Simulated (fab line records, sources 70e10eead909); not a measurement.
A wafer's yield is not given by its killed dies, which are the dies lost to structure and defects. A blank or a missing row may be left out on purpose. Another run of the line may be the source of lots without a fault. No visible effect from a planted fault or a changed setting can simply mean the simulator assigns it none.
8D (eight disciplines) problem report, filled in by code -- flow nand_harc -- the parts of the form that need people (team, actions taken, sign-off) are left out

1. PROBLEM STATEMENT
Wafers without a fault read 28, standard deviation 11; killed_at_array at NHARC_END_SORT_01 reads a mean of 674 on 9 wafers belonging to 3 lots. That puts it +59 standard deviations away from the usual mean.
First seen on wafer L421.1, day 24 01:06, on prober-01. The record has a number at this step for 12 wafers belonging to 4 lots. Rule for "out", or "out of limits": more than 4 standard deviations from the usual mean. The other wafers with a number count as sound.

2. WHAT IT IS, AND WHAT IT ISN'T
question,is,is not
which readings at this step,"killed_at_array, killed_dies","killed_at_periphery, killed_open, killed_short"
which lots,"L421, L422, L423",L425
which wafers of those lots,all that have a number,-
read on which gauges,"prober-01, prober-02",-
when,from day 24 01:06,up to then (0 sound wafers); but 3 sound wafers of L425 came after

3. WHAT RULES OUT EACH SUSPECT
Counting: a tool at any process step up to the reading remains a suspect when it ran all the lots that are out and ran no sound lot after the first of those.
- the gauge at NHARC_END_SORT_01 is ruled out. Those wafers that are out were read across 2 gauges (prober-01, prober-02).
- rie_diel-04 at NHARC_A_CONTACT_ETCH_97 (etches the open film in C4F6/O2, target depth 20 nm, time 10 s): kept. It ran every lot that is out, first L423 (day 21 09:49), and no sound lot after that. On those wafers its own readings are out: oes_product_au.
After counting, what remains is rie_diel-04 at NHARC_A_CONTACT_ETCH_97.

4. THE CAUSE (what the simulator had put in)
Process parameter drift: rie_diel-04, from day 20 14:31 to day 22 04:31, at NHARC_A_CONTACT_ETCH_97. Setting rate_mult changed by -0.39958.
The count eliminated every tool but this one.

5. SEQUENCE OF EFFECTS, ordered by route
Each row: a reading where the mean over the struck wafers with a number is more than 3 standard deviations away from the usual. Readings are gone through only where the record gives a usual standard deviation; hours: the median, over the lots, of the time from a lot's start at the first step in this table giving one to that lot's start at this step; sigmas: the change measured in usual standard deviations.
hours,step,reading,usual,on struck wafers,change,sigmas
0,NHARC_A_CONTACT_ETCH_97,oes_product_au,0.954 a.u.,0.720,-0.234,-12
67,NHARC_END_SORT_01,killed_at_array,28,674,+646,+59
67,NHARC_END_SORT_01,killed_dies,32,677,+645,+59
It contains these process steps:
- NHARC_A_CONTACT_ETCH_97: etches the open film in C4F6/O2, target depth 20 nm, time 10 s.

6. WHAT WOULD HAVE CAUGHT IT SOONER
83 hours passed between the start of the fault at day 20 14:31 and the first reading out of limits at a measuring or inspecting step in this record, taken at day 24 01:06.
Tool's own readings at NHARC_A_CONTACT_ETCH_97, oes_product_au: out on all struck wafers the step has rows for; an alarm limit on them would have tripped on the first.
By day 24 01:06 the whole set of lots that are out, 3 in number, had already begun NHARC_A_CONTACT_ETCH_97 on rie_diel-04. Had the tool been put on hold then, not one of them would have been saved.
